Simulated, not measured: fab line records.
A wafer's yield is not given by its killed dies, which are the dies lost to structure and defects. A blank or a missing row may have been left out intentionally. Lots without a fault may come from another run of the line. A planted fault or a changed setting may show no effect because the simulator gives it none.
The tool behind it: which one? ; flow nand_harc ; 13 lots with 39 wafers sampled at 5 steps, on a route of 1302 steps

WHAT THE GAUGES SHOWED, per wafer
NHARC_P_M2_OVL_MEAS_10: pitch 340 nm.
lot;measured;on;overlay_x_nm (nm);overlay_y_nm (nm)
L436;day 6 23:17;overlay-01;-0.8 -1.3 -1.3;-1.6 -1.1 -1.1
L438;day 7 15:29;overlay-01;-0.4 -0.2 -0.1;-2.0 -1.5 -1.5
L437;day 7 17:52;overlay-01;-0.2 -0.5 -0.1;-1.5 -1.3 -1.4
L440;day 8 15:44;overlay-01;0.0 -0.3 0.0;-2.3 -2.3 -2.0
L442;day 9 01:37;overlay-01;1.1 1.5 1.4;0.8 -0.6 0.2
L444;day 9 23:13;overlay-02;-1.2 -0.8 -1.8;-0.1 -0.3 0.0
L448;day 12 13:01;overlay-02;-0.5 -0.5 -0.7;-0.6 -0.2 0.0
L451;day 13 03:54;overlay-02;-1.4 -1.2 -1.5;-1.3 -1.0 -1.1
L453;day 13 19:35;overlay-02;-1.0 -0.6 -0.7;-0.5 -0.1 -0.1
L454;day 14 11:55;overlay-01;-0.1 -0.2 -0.6;0.2 0.4 0.8
L456;day 14 23:22;overlay-02;-1.8 -1.9 -1.4;-1.1 -0.9 -1.1
L457;day 15 12:17;overlay-02;-0.1 0.2 -0.2;-1.5 -1.3 -1.9
L458;day 16 02:04;overlay-01;-0.1 0.6 0.5;1.4 1.8 1.9

NHARC_P_M2_THK_MEAS_24: measures by xrf.
lot;measured;on;thk_nm (nm)
L436;day 7 02:17;film_metro-01;143.7 142.9 144.5
L438;day 7 18:03;film_metro-02;143.8 144.5 143.4
L437;day 7 20:28;film_metro-01;143.3 144.0 143.5
L440;day 8 18:18;film_metro-01;145.1 144.4 145.1
L442;day 9 04:10;film_metro-01;145.4 145.6 143.0
L444;day 10 01:52;film_metro-01;145.0 143.5 144.5
L448;day 12 15:32;film_metro-01;144.7 150.5 147.9
L451;day 13 06:28;film_metro-02;145.4 145.8 144.3
L453;day 13 22:11;film_metro-02;144.5 144.5 141.2
L454;day 14 14:26;film_metro-02;144.8 144.8 146.5
L456;day 15 02:11;film_metro-01;144.3 143.4 140.9
L457;day 15 15:23;film_metro-01;146.6 146.4 143.9
L458;day 16 04:39;film_metro-01;145.0 143.4 143.6

NHARC_P_M2_INSPECT_27.
lot;measured;on;raw_defect_count
L436;day 7 02:27;defect_inspect-02;260 176 336
L438;day 7 18:13;defect_inspect-02;211 241 232
L437;day 7 20:39;defect_inspect-01;494 350 393
L440;day 8 18:28;defect_inspect-02;415 536 324
L442;day 9 04:19;defect_inspect-02;271 244 335
L444;day 10 02:02;defect_inspect-01;304 234 300
L448;day 12 15:41;defect_inspect-02;528 4476 339
L451;day 13 06:38;defect_inspect-02;244 307 354
L453;day 13 22:20;defect_inspect-02;235 169 267
L454;day 14 14:35;defect_inspect-02;170 237 199
L456;day 15 02:20;defect_inspect-02;598 686 355
L457;day 15 15:32;defect_inspect-02;310 117 272
L458;day 16 04:49;defect_inspect-02;326 466 423

NHARC_P_BONDPAD_CD_MEAS_09: target cd 500 nm.
lot;measured;on;cd_nm (nm)
L436;day 7 04:26;cd_sem-03;498.9 498.1 496.7
L438;day 7 20:08;cd_sem-01;496.1 499.1 497.8
L437;day 7 22:18;cd_sem-01;500.6 498.8 499.5
L440;day 8 20:08;cd_sem-02;502.3 502.1 500.9
L442;day 9 06:10;cd_sem-03;502.0 500.3 501.9
L444;day 10 03:49;cd_sem-03;499.2 499.0 498.7
L448;day 12 17:27;cd_sem-02;501.1 501.0
L451;day 13 08:25;cd_sem-02;498.4 499.6 499.1
L453;day 14 00:08;cd_sem-02;499.4 499.4 499.3
L454;day 14 16:29;cd_sem-02;498.7 498.9 498.4
L456;day 15 04:08;cd_sem-03;499.6 499.3 501.6
L457;day 15 17:11;cd_sem-03;500.5 502.2 500.6
L458;day 16 06:38;cd_sem-01;501.4 500.5 500.3

WHAT TOOL EACH LOT RAN ON (gives the tool, then ch and the chambers of the sampled wafers, and finally the start)
lot;NHARC_P_M2_CMP_23
L436;cmp-04 ch 0,2,3, day 7 01:59
L438;cmp-02 ch 2,3, day 7 17:46
L437;cmp-02 ch 0,1,3, day 7 20:13
L440;cmp-02 ch 2,3, day 8 17:59
L442;cmp-03 ch 0,1,2, day 9 03:53
L444;cmp-03 ch 0,1,3, day 10 01:37
L448;cmp-03 ch 1,2,3, day 12 15:17
L451;cmp-02 ch 1,2,3, day 13 06:10
L453;cmp-02 ch 0,2, day 13 21:53
L454;cmp-04 ch 0,3, day 14 14:07
L456;cmp-03 ch 0,1,3, day 15 01:52
L457;cmp-03 ch 1,2, day 15 15:04
L458;cmp-04 ch 0,1,2, day 16 04:23
- NHARC_P_M2_CMP_23: polishes, t overpolish 20 s, target thk 144.3 nm.

AS READ BY THE TOOLS THEMSELVES (means over the sampled wafers that have a number; for cases with no such wafer, the mark the record gives instead)
NHARC_P_M2_CMP_23.
lot;tool;motor_current_A (A);pad_life_wafers;time_to_endpoint_s (s)
L436;cmp-04;11.7;134;29.4
L438;cmp-02;12.4;49;31.1
L437;cmp-02;12.4;62;26.5
L440;cmp-02;12.8;122;30.2
L442;cmp-03;11.5;104;31.8
L444;cmp-03;11.4;224;29.6
L448;cmp-03;11.0;74;34.9
L451;cmp-02;12.0;193;29.0
L453;cmp-02;10.8;248;29.1
L454;cmp-04;11.5;84;29.9
L456;cmp-03;11.6;332;31.6
L457;cmp-03;10.8;350;29.4
L458;cmp-04;12.2;248;28.0

THE ANSWER, worked out from the rows above alone
Rule: usual is defined by the lots themselves. Put in order of their means at a reading, lots are off if they are a third of the lots or fewer, leave a main group of 4 or more, and stand apart from it by a gap of 3 or more times the standard deviation of the main group's means; of several such gaps the widest counts. A main group is skipped when, at the precision printed for the reading in the tables above, its means are all equal. Also off: a lot with no number at a reading for which 4 or more lots have one. Any other lot the step has rows for is counted as sound. First the gauges in route order, then the tools' own readings, where a lot's mean is used as printed above. At the first step where some lot is off, the reading lying furthest off is the one used; lots without a number count as furthest.
Off, at NHARC_P_M2_INSPECT_27 on raw_defect_count: L448. For the main group the mean is 316 and the standard deviation 1e+02.
If a tool, at a process step before that reading, ran all the lots that are off and no sound lot after the first of them, it fits. Gauges at NHARC_P_M2_INSPECT_27: tried the same way as those tools. Not one of the candidates tried fits.

WHAT THE SIMULATOR PUT IN
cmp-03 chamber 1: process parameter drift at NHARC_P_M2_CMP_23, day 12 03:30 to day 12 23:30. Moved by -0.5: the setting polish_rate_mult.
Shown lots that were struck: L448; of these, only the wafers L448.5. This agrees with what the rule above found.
